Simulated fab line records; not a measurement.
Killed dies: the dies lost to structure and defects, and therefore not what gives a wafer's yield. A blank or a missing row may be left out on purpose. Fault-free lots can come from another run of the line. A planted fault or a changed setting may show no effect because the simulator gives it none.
Problem report, 8D (eight disciplines) form, completed by code + flow n5 finfet + the parts of the form that need people (team, actions taken, sign-off) are left out

## 1. WHAT IS WRONG
cd nm at N5_BEOL_M8_CD_MEAS_28 reads a mean of 33.24 nm on 4 wafers of 3 lots; wafers without a fault read 39.95 nm with a standard deviation of 0.22. That is -30 standard deviations from the usual mean.
The step: target cd 40 nm.
Earliest sighting: wafer L647.3 on cd sem-01 at day 14 02:57. At this step, 27 wafers from 9 lots have a number in the record. The rule behind "out" and "out of limits": a value lying over 4 standard deviations away from the usual mean. The rest of the wafers with a number are treated as sound.

## 2. WHAT IT IS; WHAT IT IS NOT
| question                    | is                              | is not                                                                          |
|-----------------------------|---------------------------------|---------------------------------------------------------------------------------|
| which readings at this step | cd nm                           | -                                                                               |
| which lots                  | L647, L648, L649                | L631, L634, L638, L641, L645, L652                                              |
| which wafers of those lots  | L647.3, L648.4, L649.4, L649.6  | L647.1, L647.2, L648.1, L648.2, L649.2                                          |
| read on which gauges        | cd sem-01, cd sem-02, cd sem-03 | -                                                                               |
| when                        | from day 14 02:57               | up to then (17 sound wafers); but 6 sound wafers of L648, L649, L652 came after |

## 3. SUSPECTS, AND WHAT RULES EACH OUT
Counting: a tool at a process step up to the reading stays a suspect if it ran every lot that is out. Sound lots after the first of them don't rule it out here, since some wafers of a struck lot are sound.
- the gauge at N5_BEOL_M8_CD_MEAS_28 is ruled out. Those wafers that are out were read across 3 gauges (cd sem-01, cd sem-02, cd sem-03).
- euv scanner-02 at N5_BEOL_M8_EXPOSE_25 (exposes mask V7, target cd 40 nm): kept. It ran every lot that is out, first L647 (day 14 02:49); its last sound lot up to then is L641 (day 12 07:52).
Remaining after the count: euv scanner-02 at N5_BEOL_M8_EXPOSE_25.

## 4. THE CAUSE (what the simulator had put in)
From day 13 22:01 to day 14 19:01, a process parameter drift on euv scanner-02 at N5_BEOL_M8_EXPOSE_25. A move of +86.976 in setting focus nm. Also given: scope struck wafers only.
This tool alone remained once counting was done.

## 5. THE EFFECT CHAIN, in route order
Each row: a reading where the mean over the struck wafers with a number is more than 3 standard deviations away from the usual. Readings are gone through only where the record gives a usual standard deviation; hours: the median, over the lots, of the time from a lot's start at the first step in this table giving one to that lot's start at this step; sigmas: the change measured in usual standard deviations.
| hours | step                    | reading              | usual    | on struck wafers | change | sigmas      |
|-------|-------------------------|----------------------|----------|------------------|--------|-------------|
| 0     | N5_BEOL_M8_CD_MEAS_28   | cd nm                | 39.95 nm | 33.24            | -6.71  | -30         |
| 68    | N5_PASSIVATION_PROBE_49 | defect limited yield | 91.5 %   | 0.0              | -91.5  | -65         |
| 68    | N5_PASSIVATION_PROBE_49 | killed_at_M4_up      | 13       | 1094             | +1082  | +99 or more |
| 68    | N5_PASSIVATION_PROBE_49 | killed dies          | 100      | 1180             | +1080  | +68         |
| 68    | N5_PASSIVATION_PROBE_49 | killed on rim        | 13       | 152              | +139   | +35         |
| 68    | N5_PASSIVATION_PROBE_49 | sort_bin_5_function  | 5.0 %    | 15.9             | +10.9  | +11         |
| 68    | N5_PASSIVATION_PROBE_49 | sort n pass          | 1080     | 0                | -1080  | -68         |
| 68    | N5_PASSIVATION_PROBE_49 | sort yield pct       | 91.5 %   | 0.0              | -91.5  | -65         |
The process steps in it:
- N5_PASSIVATION_PROBE_49

## 6. WHAT WOULD HAVE CAUGHT IT SOONER
The first out-of-limits reading at a measuring or inspecting step in this record came at day 14 02:57, 5 hours after the fault's start at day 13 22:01.
L648, L649, from the lots that are out (3), started N5_BEOL_M8_EXPOSE_25 on euv scanner-02 later than day 14 02:57. A hold on the tool at that time would have spared those 2.
